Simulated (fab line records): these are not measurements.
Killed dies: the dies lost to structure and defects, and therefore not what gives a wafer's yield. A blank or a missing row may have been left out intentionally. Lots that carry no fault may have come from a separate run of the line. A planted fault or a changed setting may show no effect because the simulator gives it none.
Which of the tools did it?    flow n5 finfet    9 lots with 25 wafers sampled at 5 steps, on a route of 1938 steps

== WHAT THE GAUGES READ, wafer by wafer ==
N5_BEOL_M4_RC_MEAS_101. Usual: DIBL_N 35.8 mV/V, standard deviation 1.8; DIBL_P 35.6 mV/V, standard deviation 2; IOFF_N 0.148 nA/um, standard deviation 0.028; IOFF_P 0.20 nA/um, standard deviation 0.034; ION_N 672 uA/um, standard deviation 12; ION_P 462 uA/um, standard deviation 8.5; SS_N 71.2 mV/dec, standard deviation 0.65; SS_P 73.1 mV/dec, standard deviation 0.67; VT_N 251 mV, standard deviation 3.3; VT_P -251 mV, standard deviation 3.8.
lot   measured      on         DIBL_N (mV/V)   DIBL_P (mV/V)   IOFF_N (nA/um)     IOFF_P (nA/um)  ION_N (uA/um)  ION_P (uA/um)  SS_N (mV/dec)   SS_P (mV/dec)   VT_N (mV)    VT_P (mV)       flag
L774  day 7 15:10   prober-02  34.6 32.9 34.0  35.2 34.3 36.4  0.150 0.119 0.145  0.16 0.15 0.17  674 660 677    449 454 459    71.1 70.7 71.5  72.6 72.5 73.4  252 253 251  -258 -257 -255  
L775  day 8 02:58   prober-01  37.7 36.9 36.8  38.6 36.7 37.4  0.156 0.151 0.145  0.22 0.20 0.21  647 672 674    451 461 464    72.1 70.9 70.4  73.9 72.5 73.5  252 252 250  -247 -248 -248  
L780  day 9 11:45   prober-02  33.2 34.2 34.0  32.1 33.6 32.3  0.111 0.129 0.116  0.16 0.19 0.16  667 674 655    459 467 453    70.4 70.5 70.5  72.0 72.8 72.6  254 250 254  -256 -250 -253  
L783  day 10 02:16  prober-02  34.6 35.9 35.2  34.3 35.7 34.7  0.121 0.136 0.137  0.19 0.21 0.19  663 674 677    457 467 468    70.1 71.3 70.8  73.5 72.8 72.4  253 252 250  -249 -247 -249  
L789  day 11 22:08  prober-02  32.9 35.7       33.5 35.7       0.126 0.171        0.21 0.24       676 688        472 475        70.3 71.7       73.4 74.5       251 247      -248 -245       
L793  day 12 09:55  prober-02  36.9 36.9 35.5  35.4 36.1 35.7  0.152 0.153 0.140  0.17 0.18 0.18  679 675 682    453 451 465    70.9 71.9 71.0  73.3 72.9 73.2  251 252 251  -255 -254 -252  
L794  day 12 19:14  prober-02  36.4 37.4       33.2 35.8       0.145 0.170        0.16 0.20       671 685        454 459        71.8 71.3       73.0 73.8       253 249      -257 -250       
L796  day 13 18:52  prober-02  35.8 38.4 35.3  35.0 37.4 33.1  0.147 0.197 0.138  0.19 0.24 0.18  677 691 682    463 478 464    71.3 71.6 71.0  72.4 72.5 71.9  250 246 254  -248 -247 -250  
L797  day 13 22:43  prober-02  34.5 35.1 35.3  34.1 35.6 35.2  0.145 0.163 0.164  0.19 0.21 0.21  673 687 692    471 470 469    70.7 70.5 70.9  72.4 72.9 72.9  249 246 247  -249 -247 -247  

N5_BEOL_M5_THK_MEAS_01. Usual: M5_ILD_THK gives 121.1 nm (standard deviation 1.8).
lot   measured      on             M5_ILD_THK (nm)    flag
L774  day 7 16:42   film metro-01  120.5 119.2 120.3  
L775  day 8 04:31   film metro-02  119.4 120.3 119.1  
L780  day 9 13:17   film metro-01  119.4 120.9 122.2  
L783  day 10 03:38  film metro-02  119.3 122.1 124.2  
L789  day 11 23:31  film metro-01  58.5 59.1          OFF
L793  day 12 11:19  film metro-02  56.6 57.1 123.3    OFF
L794  day 12 20:28  film metro-02  118.7 60.1         OFF
L796  day 13 20:53  film metro-02  119.2 118.7 121.9  
L797  day 14 00:36  film metro-01  117.6 122.0 123.2  

== EACH LOT AND THE TOOL THAT RAN IT (in order: tool; ch and the chambers of the sampled wafers; start) ==
lot   N5_BEOL_M4_ANNEAL_82          N5_BEOL_M4_CMP_52              N5_BEOL_M5_ILD_DEP_00
L774  pvd sputter-01, day 7 12:50   cmp-03 ch 1,2,3, day 7 14:34   pecvd-04 ch 0,1, day 7 16:08
L775  pvd sputter-03, day 8 00:36   cmp-03 ch 1,2,3, day 8 02:25   pecvd-02 ch 0,1, day 8 03:56
L780  pvd sputter-01, day 9 09:25   cmp-01 ch 0,2,3, day 9 11:08   pecvd-03 ch 0,1, day 9 12:43
L783  pvd sputter-03, day 9 22:14   cmp-01 ch 0,1,2, day 10 01:30  pecvd-03 ch 0,1,2, day 10 03:04
L789  pvd sputter-02, day 11 19:35  cmp-02 ch 1,2, day 11 21:22    pecvd-03 ch 0,2, day 11 22:56
L793  pvd sputter-03, day 12 07:16  cmp-02 ch 0,1,2, day 12 09:16  pecvd-03 ch 0,2, day 12 10:43
L794  pvd sputter-03, day 12 16:32  cmp-02 ch 1,2, day 12 18:20    pecvd-03 ch 1,2, day 12 19:54
L796  pvd sputter-01, day 13 16:32  cmp-03 ch 0,3, day 13 18:18    pecvd-02 ch 0,1,2, day 13 19:50
L797  pvd sputter-02, day 13 20:16  cmp-02 ch 2,3, day 13 22:06    pecvd-04 ch 1,2, day 13 23:41
- N5_BEOL_M4_ANNEAL_82: time 240 s.
- N5_BEOL_M4_CMP_52: polishes, stops on SiOC, t overpolish 6.8 s, target thk 40 nm.
- N5_BEOL_M5_ILD_DEP_00: deposits SiCOH lowk from DEMS/porogen, target thk 140.64 nm, time 25.9 s.

== AS READ BY THE TOOLS THEMSELVES (means over the sampled wafers that have a number; for cases with no such wafer, the mark the record gives instead) ==
N5_BEOL_M4_ANNEAL_82. Usual: heater power w 915 W, standard deviation 120.
lot   tool            heater power w (W)  flag
L774  pvd sputter-01  1036                
L775  pvd sputter-03  870                 
L780  pvd sputter-01  916                 
L783  pvd sputter-03  909                 
L789  pvd sputter-02  934                 
L793  pvd sputter-03  896                 
L794  pvd sputter-03  860                 
L796  pvd sputter-01  984                 
L797  pvd sputter-02  995                 

N5_BEOL_M4_CMP_52. Usual: barrier field endpoint s 24.5 s, standard deviation 0.62; motor current A 5.9 A, standard deviation 0.57; overpolish run s 6.801 s, standard deviation 0.0088; retaining ring pressure frac 1.000, standard deviation 0.0051; time to endpoint s 62 s, standard deviation 3.4.
lot   tool    barrier field endpoint s (s)  motor current A (A)  overpolish run s (s)  retaining ring pressure frac  time to endpoint s (s)  flag
L774  cmp-03  25.3                          5.7                  6.801                 1.004                         67                      
L775  cmp-03  24.5                          5.6                  6.800                 0.997                         63                      
L780  cmp-01  24.4                          6.3                  6.797                 1.002                         61                      
L783  cmp-01  24.6                          5.9                  6.800                 1.006                         64                      
L789  cmp-02  24.6                          6.1                  6.806                 0.999                         63                      
L793  cmp-02  24.3                          6.1                  6.793                 1.000                         58                      
L794  cmp-02  24.5                          5.8                  6.784                 0.996                         63                      
L796  cmp-03  24.3                          5.7                  6.805                 1.002                         61                      
L797  cmp-02  25.2                          5.7                  6.806                 0.999                         64                      

N5_BEOL_M5_ILD_DEP_00. Usual: chamber pressure Torr 5.001 Torr, standard deviation 0.011; heater power w 306 W, standard deviation 41; showerhead plenum p Torr 5.742 Torr, standard deviation 0.016; throttle valve pct 13.9 %, standard deviation 0.85.
lot   tool      chamber pressure Torr (Torr)  heater power w (W)  showerhead plenum p Torr (Torr)  throttle valve pct (%)  flag
L774  pecvd-04  4.995                         342                 5.726                            14.8                    
L775  pecvd-02  5.007                         359                 5.734                            14.7                    
L780  pecvd-03  4.999                         315                 5.744                            14.2                    
L783  pecvd-03  4.994                         275                 5.745                            13.9                    
L789  pecvd-03  5.006                         267                 5.748                            13.4                    
L793  pecvd-03  4.998                         246                 5.738                            13.5                    
L794  pecvd-03  4.996                         278                 5.755                            13.8                    
L796  pecvd-02  5.001                         321                 5.747                            14.1                    
L797  pecvd-04  5.007                         354                 5.750                            13.3                    

== THE ANSWER, worked out from the rows above alone ==
Rule: a lot counts as off when the mean over its wafers that have a number is more than 3 standard deviations away from the usual mean. A lot without any number at a reading at which 4 lots or more have one is off too. Any other lot the step has rows for is counted as sound. After the gauges, taken in route order, come the tools' own readings; for these a lot's mean is taken, as printed above. The first step at which some lot is off is used, and at that step the reading that is off furthest; a lot without a number counts as furthest.
Off: L789, L793, L794, seen at N5_BEOL_M5_THK_MEAS_01 (M5_ILD_THK).
If a tool, at a process step before that reading, ran all the lots that are off and no sound lot after the first of them, it fits. The gauges at N5_BEOL_M5_THK_MEAS_01 are tried like those tools. One candidate fits, namely pecvd-03 at N5_BEOL_M5_ILD_DEP_00. A fault onset in the window from L783 (day 10 03:04, its last sound lot) to L789 (day 11 22:56, its first lot off) fits.

== WHAT THE SIMULATOR HAD INSERTED ==
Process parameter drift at N5_BEOL_M5_ILD_DEP_00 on pecvd-03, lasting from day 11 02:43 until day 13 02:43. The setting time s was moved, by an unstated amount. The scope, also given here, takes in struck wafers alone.
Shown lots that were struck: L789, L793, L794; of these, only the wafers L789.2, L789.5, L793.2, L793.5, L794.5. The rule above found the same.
